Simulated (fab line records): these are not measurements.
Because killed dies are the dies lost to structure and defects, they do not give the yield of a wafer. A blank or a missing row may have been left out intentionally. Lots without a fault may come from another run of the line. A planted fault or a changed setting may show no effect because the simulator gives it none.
Matching of chambers ; flow n5Finfet ; 4 sister chambers for N5_HKMG_FIN_ALD_74 on aldHk-03
The step deposits La2O3, target thk 0.5 nm, pulse time 6 s, co reactant pulse time 1 s. 4 wafers are shown with their chamber, then 10 later ones without.

## WAFERS, EACH WITH ITS CHAMBER
wafer;chamber;heaterPowerW (W)
L083.1;1;389
L084.4;0;333
L086.1;3;339
L086.3;2;347

## WAFERS WITHOUT THEIR CHAMBER
wafer;heaterPowerW (W)
L086.5;347
L090.3;324
L090.4;383
L090.5;328
L095.2;390
L095.4;337
L095.6;389
L096.3;379
L096.4;344
L096.5;348

## CHAMBER TAKEN BY EACH
wafer;from the rows above;in truth
L086.5;can't be placed: 2 or 3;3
L090.3;can't be placed: 0 or 3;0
L090.4;1;1
L090.5;can't be placed: 0 or 3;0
L095.2;1;1
L095.4;can't be placed: 3 or 0 or 2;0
L095.6;1;1
L096.3;1;1
L096.4;can't be placed: 2 or 3 or 0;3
L096.5;can't be placed: 2 or 3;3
4 of 10 placed correctly. From these rows, 6 cannot be placed; in 6 the true chamber is one of the candidates. Number placed wrongly: 0.
How it was worked out, from the rows above alone: a wafer's distance from a chamber is the root of the sum, over the readings, of the square of ((its reading less the chamber's mean) divided by the reading's scatter). The wafer belongs to the nearest chamber; if the next one is less than 2 further off, it can't be placed. For every chamber, the mean is computed from those of its wafers that are shown. The scatter (one wafer shown for each chamber): square how far every hidden wafer sits from the nearest shown wafer, average those squares and take the square root.
